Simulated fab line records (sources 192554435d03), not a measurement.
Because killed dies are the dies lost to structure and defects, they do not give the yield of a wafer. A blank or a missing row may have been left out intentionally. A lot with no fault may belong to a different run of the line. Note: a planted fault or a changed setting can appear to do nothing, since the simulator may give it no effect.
Code-filled problem report in 8D (eight disciplines) form    flow n5-finfet    the parts of the form that need people (team, actions taken, sign-off) are left out

## 1. THE PROBLEM
etch-rf-on-time-s at N5_BEOL_M4_ETCH_69 reads a mean of 30.7 s on 1 wafer of 1 lot; wafers without a fault read 26.3 s with a standard deviation of 0.4. Measured from the usual mean, that is +11 standard deviations.
The step: etches SiARC in CF4, target depth 15.6 nm, time 26 s.
The first sign was on wafer L266.3 at day 9 11:44, on rie-diel-01. The record holds 27 wafers of 9 lots with a number at this step. The rule behind "out" and "out of limits": a value lying over 4 standard deviations away from the usual mean. Any other wafer with a number is counted as sound.

## 2. WHAT IT IS, AND WHAT IT ISN'T
question                     is                 is not
which readings at this step  etch-rf-on-time-s  drypump-motor-current-A, oes-product-au, rf-vpp-V, showerhead-plenum-p-Torr, throttle-valve-pct
which lots                   L266               L262, L264, L265, L273, L278, L280, L281, L282
which wafers of those lots   L266.3             L266.1, L266.6
read on which tools          rie-diel-01        rie-diel-03, rie-diel-05
when                         from day 9 11:44   up to then (11 sound wafers); but 15 sound wafers of L273, L278, L280, L281, L282 came after

## 3. SUSPECTS, AND WHAT RULES EACH OUT
Counting: any tool at a process step up to the reading remains a suspect provided it ran every lot that is out. Sound lots after the first of them don't rule it out here, since some wafers of a struck lot are sound.
- rie-diel-01 at N5_BEOL_M4_DESCUM_33 (chemistry O2, time 7 s): kept. It processed L266, the lot that is out, at day 9 11:41, and its most recent sound lot before then was L265 at day 9 10:17.
- rie-diel-01 at N5_BEOL_M4_ETCH_77 (etches underlayer in N2/H2, target depth 6.5 nm, time 5.2 s): kept. It processed L266, the lot that is out, at day 9 11:44, and its most recent sound lot before then was L265 at day 9 10:19.
- rie-diel-01 at N5_BEOL_M4_ETCH_69 (etches SiARC in CF4, target depth 15.6 nm, time 26 s): kept. It processed L266, the lot that is out, at day 9 11:44, and its most recent sound lot before then was L265 at day 9 10:20. Its own readings are out on those wafers: etch-rf-on-time-s.
- Within rie-diel-01 at N5_BEOL_M4_DESCUM_33: the wafers that are out ran in chamber 0; their sound lot-mates ran in chamber 3.
- Within rie-diel-01 at N5_BEOL_M4_ETCH_77: the wafers that are out ran in chamber 0; their sound lot-mates ran in chamber 3.
- Within rie-diel-01 at N5_BEOL_M4_ETCH_69: the wafers that are out ran in chamber 0; their sound lot-mates ran in chamber 3.
rie-diel-01 at N5_BEOL_M4_DESCUM_33, rie-diel-01 at N5_BEOL_M4_ETCH_77 and rie-diel-01 at N5_BEOL_M4_ETCH_69 are what is left after counting.

## 4. THE CAUSE (what the simulator had put in)
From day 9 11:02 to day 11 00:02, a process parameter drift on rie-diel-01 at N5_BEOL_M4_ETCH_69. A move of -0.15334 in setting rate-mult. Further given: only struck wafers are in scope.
After counting, 3 suspects remain, this tool included.

## 5. THE EFFECT CHAIN, in route order
Rows list readings where the struck wafers' mean (over those with a number) sits beyond 3 standard deviations from the usual. Only readings for which the record gives a usual standard deviation are gone through. hours: the time from each lot's start at the first step in this table that gives one to its start at this step, as a median over the lots. sigmas: the change in usual standard deviations.
hours  step                reading            usual   on struck wafers  change  sigmas
0      N5_BEOL_M4_ETCH_69  etch-rf-on-time-s  26.3 s  30.7              +4.4    +11
It contains these process steps:
- N5_BEOL_M4_ETCH_69: etches SiARC in CF4, target depth 15.6 nm, time 26 s.
At these later measuring or inspecting steps, every struck wafer for which the step has a row has a number for every such reading, and none has moved that far: N5_BEOL_M4_RC_MEAS_101.

## 6. WHAT WOULD HAVE CAUGHT IT SOONER
In this record the first reading out of limits was taken at day 9 11:44, 1 hour after the fault began at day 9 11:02.
